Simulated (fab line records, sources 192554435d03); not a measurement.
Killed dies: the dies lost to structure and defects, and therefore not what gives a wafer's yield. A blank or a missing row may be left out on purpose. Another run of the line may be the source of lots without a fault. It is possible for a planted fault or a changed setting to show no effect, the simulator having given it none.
Split-lot experiment :: flow n5_finfet :: on a route of 1938 steps: 7 lots, 39 wafers read

== ABOUT THE SPLIT ==
At N5_BEOL_M3_ILD_DEP_00 (deposits SiOC from DEMS/O2, target thk 79 nm, time 15.3 s), the setting time_s was moved away from the recipe's 15.3 s on 12 of the 39 wafers read, by -52.7% to +38.3%. All remaining wafers had this setting at the recipe value.

No step appears in the file between the split and the reading.

== THE READING ==
At N5_BEOL_M3_THK_MEAS_01: M3_ILD_THK, given in nm. A value of 78.6 nm with a standard deviation of 1.1 nm is what fault-free wafers of this fab line usually give.

wafer: L074.2
tool, chamber at the split: pecvd-01, 1
time_s as run, s: 15.3
against the recipe: recipe
M3_ILD_THK, nm: 79.8
against lot-mates on the recipe: -

wafer: L074.3
tool, chamber at the split: pecvd-01, 2
time_s as run, s: 15.3
against the recipe: recipe
M3_ILD_THK, nm: 78.9
against lot-mates on the recipe: -

wafer: L074.5
tool, chamber at the split: pecvd-01, 1
time_s as run, s: 15.3
against the recipe: recipe
M3_ILD_THK, nm: 79.8
against lot-mates on the recipe: -

wafer: L081.1
tool, chamber at the split: pecvd-01, 0
time_s as run, s: 15.3
against the recipe: recipe
M3_ILD_THK, nm: 78.0
against lot-mates on the recipe: -

wafer: L081.2
tool, chamber at the split: pecvd-01, 2,1
time_s as run, s: 15.3
against the recipe: recipe
M3_ILD_THK, nm: 79.1
against lot-mates on the recipe: -

wafer: L081.3
tool, chamber at the split: pecvd-01, 1
time_s as run, s: 15.3
against the recipe: recipe
M3_ILD_THK, nm: 78.4
against lot-mates on the recipe: -

wafer: L081.4
tool, chamber at the split: pecvd-01, 0,2
time_s as run, s: 15.3
against the recipe: recipe
M3_ILD_THK, nm: 79.4
against lot-mates on the recipe: -

wafer: L081.5
tool, chamber at the split: pecvd-01, 2,1
time_s as run, s: 15.3
against the recipe: recipe
M3_ILD_THK, nm: 79.1
against lot-mates on the recipe: -

wafer: L081.6
tool, chamber at the split: pecvd-01, 0,2
time_s as run, s: 15.3
against the recipe: recipe
M3_ILD_THK, nm: 79.4
against lot-mates on the recipe: -

wafer: L083.1
tool, chamber at the split: pecvd-02, 0
time_s as run, s: 18.14
against the recipe: +18.6%
M3_ILD_THK, nm: 92.2
against lot-mates on the recipe: +13.4

wafer: L083.2
tool, chamber at the split: pecvd-02, 1
time_s as run, s: 18.14
against the recipe: +18.6%
M3_ILD_THK, nm: 91.3
against lot-mates on the recipe: +12.5

wafer: L083.3
tool, chamber at the split: pecvd-02, 2
time_s as run, s: 18.14
against the recipe: +18.6%
M3_ILD_THK, nm: 91.9
against lot-mates on the recipe: +13.1

wafer: L083.4
tool, chamber at the split: pecvd-02, 1
time_s as run, s: 15.3
against the recipe: recipe
M3_ILD_THK, nm: 78.1
against lot-mates on the recipe: -

wafer: L083.5
tool, chamber at the split: pecvd-02, 0
time_s as run, s: 15.3
against the recipe: recipe
M3_ILD_THK, nm: 79.2
against lot-mates on the recipe: -

wafer: L083.6
tool, chamber at the split: pecvd-02, 2
time_s as run, s: 15.3
against the recipe: recipe
M3_ILD_THK, nm: 79.0
against lot-mates on the recipe: -

wafer: L085.1
tool, chamber at the split: pecvd-01, 1,0
time_s as run, s: 15.3
against the recipe: recipe
M3_ILD_THK, nm: 78.0
against lot-mates on the recipe: -

wafer: L085.2
tool, chamber at the split: pecvd-01, 2
time_s as run, s: 15.3
against the recipe: recipe
M3_ILD_THK, nm: 79.3
against lot-mates on the recipe: -

wafer: L085.3
tool, chamber at the split: pecvd-01, 1,0
time_s as run, s: 15.3
against the recipe: recipe
M3_ILD_THK, nm: 77.9
against lot-mates on the recipe: -

wafer: L085.4
tool, chamber at the split: pecvd-01, 2
time_s as run, s: 15.3
against the recipe: recipe
M3_ILD_THK, nm: 80.6
against lot-mates on the recipe: -

wafer: L085.5
tool, chamber at the split: pecvd-01, 1
time_s as run, s: 15.3
against the recipe: recipe
M3_ILD_THK, nm: 79.9
against lot-mates on the recipe: -

wafer: L085.6
tool, chamber at the split: pecvd-01, 0
time_s as run, s: 15.3
against the recipe: recipe
M3_ILD_THK, nm: 79.1
against lot-mates on the recipe: -

wafer: L087.1
tool, chamber at the split: pecvd-03, 1
time_s as run, s: 18.76
against the recipe: +22.6%
M3_ILD_THK, nm: 97.8
against lot-mates on the recipe: +18.5

wafer: L087.2
tool, chamber at the split: pecvd-03, 2
time_s as run, s: 15.3
against the recipe: recipe
M3_ILD_THK, nm: 79.3
against lot-mates on the recipe: -

wafer: L087.3
tool, chamber at the split: pecvd-03, 0
time_s as run, s: 15.3
against the recipe: recipe
M3_ILD_THK, nm: 78.8
against lot-mates on the recipe: -

wafer: L087.4
tool, chamber at the split: pecvd-03, 1
time_s as run, s: 18.76
against the recipe: +22.6%
M3_ILD_THK, nm: 98.3
against lot-mates on the recipe: +19.0

wafer: L087.5
tool, chamber at the split: pecvd-03, 2
time_s as run, s: 15.3
against the recipe: recipe
M3_ILD_THK, nm: 79.9
against lot-mates on the recipe: -

wafer: L087.6
tool, chamber at the split: pecvd-03, 0
time_s as run, s: 18.76
against the recipe: +22.6%
M3_ILD_THK, nm: 97.3
against lot-mates on the recipe: +18.0

wafer: L089.1
tool, chamber at the split: pecvd-01, 0
time_s as run, s: 15.3
against the recipe: recipe
M3_ILD_THK, nm: 78.3
against lot-mates on the recipe: -

wafer: L089.2
tool, chamber at the split: pecvd-01, 1
time_s as run, s: 21.16
against the recipe: +38.3%
M3_ILD_THK, nm: 107.5
against lot-mates on the recipe: +28.0

wafer: L089.3
tool, chamber at the split: pecvd-01, 2
time_s as run, s: 21.16
against the recipe: +38.3%
M3_ILD_THK, nm: 108.5
against lot-mates on the recipe: +29.0

wafer: L089.4
tool, chamber at the split: pecvd-01, 1
time_s as run, s: 15.3
against the recipe: recipe
M3_ILD_THK, nm: 79.7
against lot-mates on the recipe: -

wafer: L089.5
tool, chamber at the split: pecvd-01, 0
time_s as run, s: 21.16
against the recipe: +38.3%
M3_ILD_THK, nm: 109.6
against lot-mates on the recipe: +30.1

wafer: L089.6
tool, chamber at the split: pecvd-01, 2
time_s as run, s: 15.3
against the recipe: recipe
M3_ILD_THK, nm: 80.5
against lot-mates on the recipe: -

wafer: L097.1
tool, chamber at the split: pecvd-02, 1
time_s as run, s: 15.3
against the recipe: recipe
M3_ILD_THK, nm: 77.0
against lot-mates on the recipe: -

wafer: L097.2
tool, chamber at the split: pecvd-02, 2
time_s as run, s: 7.244
against the recipe: -52.7%
M3_ILD_THK, nm: 36.7
against lot-mates on the recipe: -41.1

wafer: L097.3
tool, chamber at the split: pecvd-02, 2
time_s as run, s: 15.3
against the recipe: recipe
M3_ILD_THK, nm: 78.5
against lot-mates on the recipe: -

wafer: L097.4
tool, chamber at the split: pecvd-02, 1
time_s as run, s: 7.244
against the recipe: -52.7%
M3_ILD_THK, nm: 35.7
against lot-mates on the recipe: -42.1

wafer: L097.5
tool, chamber at the split: pecvd-02, 2
time_s as run, s: 7.244
against the recipe: -52.7%
M3_ILD_THK, nm: 36.6
against lot-mates on the recipe: -41.2

wafer: L097.6
tool, chamber at the split: pecvd-02, 1
time_s as run, s: 15.3
against the recipe: recipe
M3_ILD_THK, nm: 78.0
against lot-mates on the recipe: -
Rows listing several chambers each stand for several wafers; the file does not say which wafer went through which chamber.

FIT RESULTS
A straight line over all 39 wafers: M3_ILD_THK changes by +0.794 nm for each +1% of time_s; r = +1.00; the points scatter about the line by 1 nm.
The same after taking each lot's own level away (the mean of its wafers on the recipe; 39 wafers): +0.777 nm for each +1%; r = +1.00; scatter 0.85 nm.
According to that fit, moving time_s by its largest amount changes the reading by 41 nm.
Across the lots, their own levels run from 77.83 to 79.50 nm, a range of 1.5 times the standard deviation given above.
So the lot-to-lot level changes the slope little: the two slopes agree.
Check: -41 nm against its lot-mates is what the line predicts for one of the wafers moved furthest among these (-52.7%) when that wafer is left out of the fit. It came out at -41.1 nm against them.

== THE OTHER SPLITS THESE WAFERS WENT THROUGH ==
Note: prior to the reading, these wafers also went through further splits. Each is held against what the fit with the lots' levels taken away leaves over:
other split on the same wafers: N5_ZERO_LAYER_PECVD_02 time_s
wafers away from the commonest value: 18
r with M3_ILD_THK (lot level and that fit taken away): +0.25

other split on the same wafers: N5_FIN_SAQP_ETCH_65 time_s
wafers away from the commonest value: 12
r with M3_ILD_THK (lot level and that fit taken away): +0.24

other split on the same wafers: N5_HKMG_FIN_DEVELOP_48 develop_time_s
wafers away from the commonest value: 9
r with M3_ILD_THK (lot level and that fit taken away): -0.30

other split on the same wafers: N5_MOL_CONTACT_COAG_CONTACT_ETCH_14 time_s
wafers away from the commonest value: 18
r with M3_ILD_THK (lot level and that fit taken away): -0.21

other split on the same wafers: N5_BEOL_M0_SAQP_ILD_DEP_01 target_thk_a
wafers away from the commonest value: 9
r with M3_ILD_THK (lot level and that fit taken away): +0.07

== THE WHOLE CHAIN: every reading that the file lists as answering this split, in the file's order ==
step: N5_BEOL_M3_ILD_DEP_00
what it does: deposits SiOC from DEMS/O2, target thk 79 nm, time 15.3 s
reading: SiOC_of_BEOL_M3_ILD_DEP_00.thk_nm (the simulator's own value, which no gauge read)
change (the file's fit): +0.776 nm for each +1% of the setting
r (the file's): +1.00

step: N5_BEOL_M3_THK_MEAS_01
what it does: 
reading: M3_ILD_THK
change (the file's fit): +0.776 for each +1% of the setting
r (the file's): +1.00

== FILE'S OWN FIT ==
M3_ILD_THK changes by +0.776 nm for each +1% of time_s, r = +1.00.
